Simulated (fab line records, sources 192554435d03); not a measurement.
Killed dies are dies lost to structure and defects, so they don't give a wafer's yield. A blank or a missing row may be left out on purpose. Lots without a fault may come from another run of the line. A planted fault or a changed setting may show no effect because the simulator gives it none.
Chamber matching | flow n5_finfet | N5_BEOL_M5_CO_CAP_78 on cvd_co-01: 3 sister chambers
The step material Co, precursor CCTBA/H2, target thk 2 nm, time 102.1 s. 6 wafers are shown with their chamber, then 12 later ones without.

WAFERS WITH THEIR CHAMBER
wafer  | chamber | heater_power_w (W) | susceptor_temp_C (C)
L087.3 | 0       | 214                | 199.96
L089.1 | 1       | 243                | 200.04
L089.3 | 0       | 211                | 199.85
L090.1 | 2       | 251                | 200.18
L090.5 | 2       | 254                | 200.05
L090.6 | 1       | 246                | 199.99

WAFERS WITHOUT THEIR CHAMBER
wafer  | heater_power_w (W) | susceptor_temp_C (C)
L091.1 | 240                | 199.86
L091.3 | 252                | 199.87
L091.6 | 248                | 200.06
L096.4 | 215                | 200.19
L096.5 | 259                | 200.05
L096.6 | 244                | 199.66
L095.1 | 248                | 200.11
L095.2 | 212                | 199.73
L095.4 | 213                | 199.93
L097.1 | 220                | 199.85
L097.2 | 253                | 200.00
L097.6 | 241                | 199.59

WHICH CHAMBER EACH WENT THROUGH
wafer  | from the rows above     | in truth
L091.1 | 1                       | 1
L091.3 | can't be placed: 2 or 1 | 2
L091.6 | can't be placed: 1 or 2 | 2
L096.4 | 0                       | 0
L096.5 | 2                       | 2
L096.6 | 1                       | 1
L095.1 | can't be placed: 1 or 2 | 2
L095.2 | 0                       | 0
L095.4 | 0                       | 0
L097.1 | 0                       | 0
L097.2 | 2                       | 2
L097.6 | 1                       | 1
Placed correctly: 9 of 12. Can't be placed from these rows: 3 (the true chamber is among the candidates in 3). Placed wrongly: 0.
How it was worked out, from the rows above alone: a wafer's distance from a chamber is the root of the sum, over the readings, of the square of ((its reading less the chamber's mean) divided by the reading's scatter). The wafer belongs to the nearest chamber; if the next one is less than 2 further off, it can't be placed. A chamber's mean is the mean of its shown wafers. The scatter: the root of (the sum of the squares of (reading less its chamber's mean) over the shown wafers, divided by (wafers less chambers)).
